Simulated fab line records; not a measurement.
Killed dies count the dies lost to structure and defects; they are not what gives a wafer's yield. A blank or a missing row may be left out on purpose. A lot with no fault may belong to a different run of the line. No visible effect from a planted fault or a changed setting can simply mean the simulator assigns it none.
Which of the tools did it? | flow n5Finfet | 7 lots, 18 wafers sampled, at 2 steps of a route of 1938

== WHAT THE GAUGES SHOWED, per wafer ==
N5_MOL_CONTACT_COAG_CD_MEAS_137: the cd target is 16 nm.
lot  | measured     | on       | cdNm (nm)
L222 | day 5 15:55  | cdSem-03 | 16.1 16.1
L224 | day 6 05:55  | cdSem-03 | 16.0 16.2 16.3
L228 | day 7 00:24  | cdSem-02 | 15.9 15.5
L231 | day 7 20:38  | cdSem-02 | 15.8 16.4
L235 | day 9 00:06  | cdSem-01 | 15.7 15.7 15.4
L237 | day 9 12:01  | cdSem-01 | 15.9 15.5 15.7
L243 | day 10 23:05 | cdSem-02 | 16.0 16.1 15.5

== EACH LOT AND THE TOOL THAT RAN IT (in order: tool; ch and the chambers of the sampled wafers; start) ==
lot  | N5_MOL_CONTACT_COAG_ETCHBACK_132
L222 | rieDiel-03 ch 0,3, day 5 15:25
L224 | rieDiel-02 ch 0,2, day 6 05:25
L228 | rieDiel-06 ch 0,1, day 6 23:55
L231 | rieDiel-03 ch 1, day 7 20:08
L235 | rieDiel-03 ch 0,2,3, day 8 23:36
L237 | rieDiel-03 ch 0,2,3, day 9 11:32
L243 | rieDiel-02 ch 0,1, day 10 22:35
- N5_MOL_CONTACT_COAG_ETCHBACK_132: etches SiO2 in CHF3, target depth 10 nm, time 6.7 s.

== THE ANSWER, worked out from the rows above alone ==
Rule: usual is defined by the lots themselves. The widest of any qualifying gaps counts: lots, ordered by their means at a reading, are off when they make up no more than a third of the lots, leave a main group of 4 or more, and stand apart from it by 3 or more times the standard deviation of that group's means. A main group whose means are all the same, to the digits that the tables above print for the reading, isn't used. A lot without any number at a reading at which 4 lots or more have one is off too. Where the step has rows for the other lots, those lots are counted as sound.
None of the lots is off at any reading shown; this tells nothing.

== WHAT WAS PUT IN BY THE SIMULATOR ==
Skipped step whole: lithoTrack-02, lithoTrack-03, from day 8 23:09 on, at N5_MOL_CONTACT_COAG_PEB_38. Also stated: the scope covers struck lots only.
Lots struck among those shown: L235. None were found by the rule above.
